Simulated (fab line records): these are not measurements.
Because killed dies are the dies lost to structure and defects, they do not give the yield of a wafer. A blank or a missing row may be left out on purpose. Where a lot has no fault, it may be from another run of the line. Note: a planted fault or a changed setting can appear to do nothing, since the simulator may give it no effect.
Which of the tools did it?    flow n5 finfet    24 lots with 72 wafers sampled at 3 steps, on a route of 1938 steps

## WHAT EACH GAUGE READ, for each wafer
N5_BEOL_M9_INSPECT_58: inspects for defects (darkfield).
lot   measured      on                 raw defect count
L074  day 10 22:44  defect inspect-02  89 64 96
L075  day 10 23:51  defect inspect-01  34 46 54
L078  day 13 00:27  defect inspect-01  41 38 65
L077  day 13 03:33  defect inspect-02  57 50 74
L080  day 13 23:19  defect inspect-01  80 77 44
L079  day 13 23:46  defect inspect-01  102 60 77
L081  day 14 09:59  defect inspect-01  59 58 90
L082  day 14 15:13  defect inspect-01  104 159 88
L083  day 15 01:11  defect inspect-01  57 59 74
L085  day 15 11:36  defect inspect-01  38 57 53
L084  day 15 12:28  defect inspect-02  80 49 87
L087  day 15 12:44  defect inspect-02  72 44 60
L086  day 15 13:16  defect inspect-02  85 55 103
L076  day 15 23:41  defect inspect-02  89 97 158
L089  day 16 00:01  defect inspect-02  35 82 34
L090  day 16 07:17  defect inspect-02  75 110 120
L091  day 16 22:29  defect inspect-02  97 74 68
L088  day 17 01:55  defect inspect-02  41 49 49
L092  day 17 02:25  defect inspect-02  99 101 69
L094  day 17 06:44  defect inspect-02  54 35 40
L093  day 17 06:53  defect inspect-02  144 98 84
L095  day 17 09:48  defect inspect-02  54 54 68
L096  day 17 12:00  defect inspect-02  34 70 58
L097  day 17 18:22  defect inspect-02  124 71 73

N5_BEOL_M10_CD_MEAS_28: the cd target is 70 nm.
lot   measured      on         cd nm (nm)
L074  day 11 05:54  cd sem-03  71.0 71.9 71.4
L075  day 11 06:04  cd sem-02  71.0 70.1 71.8
L078  day 13 06:53  cd sem-02  71.4 70.0 71.0
L077  day 13 09:00  cd sem-02  68.7 68.6 69.5
L080  day 14 04:35  cd sem-02  70.4 71.8 71.3
L079  day 14 07:09  cd sem-03  72.4 70.2 69.6
L081  day 14 12:55  cd sem-02  70.6 70.3 68.8
L082  day 14 20:18  cd sem-02  70.4 71.5 70.9
L083  day 15 06:14  cd sem-02  69.2 68.7 70.5
L085  day 15 19:27  cd sem-01  70.4 70.4 70.4
L084  day 15 19:47  cd sem-01  69.4 69.4 69.7
L087  day 15 19:57  cd sem-01  70.1 72.1 71.8
L086  day 15 20:55  cd sem-01  68.9 68.5 68.4
L076  day 16 04:04  cd sem-01  70.4 69.5 69.4
L089  day 16 03:53  cd sem-01  69.0 68.8 69.8
L090  day 16 13:58  cd sem-02  71.2 70.7 71.6
L091  day 17 03:25  cd sem-01  70.1 69.8 70.7
L088  day 17 06:09  cd sem-02  69.9 69.5 67.9
L092  day 17 06:19  cd sem-02  72.7 72.1 70.4
L094  day 17 15:36  cd sem-03  69.9 69.5 69.2
L093  day 17 15:46  cd sem-01  70.7 71.4 70.8
L095  day 17 15:26  cd sem-03  68.2 68.9 69.6
L096  day 17 19:26  cd sem-02  70.0 70.3 70.2
L097  day 17 22:29  cd sem-01  71.1 71.6 71.6

N5_BEOL_M10_INSPECT_30: inspects for defects (brightfield).
lot   measured      on                 raw defect count
L074  day 11 05:58  defect inspect-01  445 277 381
L075  day 11 06:08  defect inspect-01  454 446 511
L078  day 13 06:56  defect inspect-01  382 319 398
L077  day 13 09:03  defect inspect-02  777 561 743
L080  day 14 04:38  defect inspect-02  481 426 399
L079  day 14 07:13  defect inspect-01  695 343 349
L081  day 14 12:58  defect inspect-02  344 259 339
L082  day 14 20:21  defect inspect-02  456 553 412
L083  day 15 06:17  defect inspect-01  279 304 308
L085  day 15 19:31  defect inspect-02  308 370 321
L084  day 15 19:50  defect inspect-02  471 400 353
L087  day 15 20:00  defect inspect-01  384 269 436
L086  day 15 20:58  defect inspect-01  497 512 494
L076  day 16 04:15  defect inspect-02  425 555 667
L089  day 16 04:14  defect inspect-02  273 401 347
L090  day 16 14:01  defect inspect-02  455 427 466
L091  day 17 03:28  defect inspect-02  489 573 420
L088  day 17 06:12  defect inspect-02  559 487 351
L092  day 17 06:23  defect inspect-02  359 460 387
L094  day 17 15:56  defect inspect-02  377 352 379
L093  day 17 15:57  defect inspect-02  489 467 340
L095  day 17 15:29  defect inspect-02  375 399 344
L096  day 17 19:29  defect inspect-02  317 377 385
L097  day 17 22:32  defect inspect-02  538 288 339

## WHICH TOOL RAN EACH LOT (tool, then ch and the chambers of the sampled wafers, then the start)
The record holds no process step before these readings.

## AS READ BY THE TOOLS THEMSELVES (means over the sampled wafers that have a number; for cases with no such wafer, the mark the record gives instead)
The record holds no such reading with a usual standard deviation.

## THE ANSWER, worked out from the rows above alone
Rule: the usual values come from the lots themselves. Put in order of their means at a reading, lots are off if they are a third of the lots or fewer, leave a main group of 4 or more, and stand apart from it by a gap of 3 or more times the standard deviation of the main group's means; of several such gaps the widest counts. The tables above print the reading to a certain number of digits; a main group whose means all agree to those digits is not used. Also off: a lot with no number at a reading for which 4 or more lots have one. All remaining lots with rows at the step are treated as sound. After the gauges, taken in route order, come the tools' own readings; for these a lot's mean is taken, as printed above. At the first step where some lot is off, the reading lying furthest off is the one used; lots without a number count as furthest.
Nothing can be told from this: no lot is off at any reading shown.

## WHAT THE SIMULATOR HAD PUT IN
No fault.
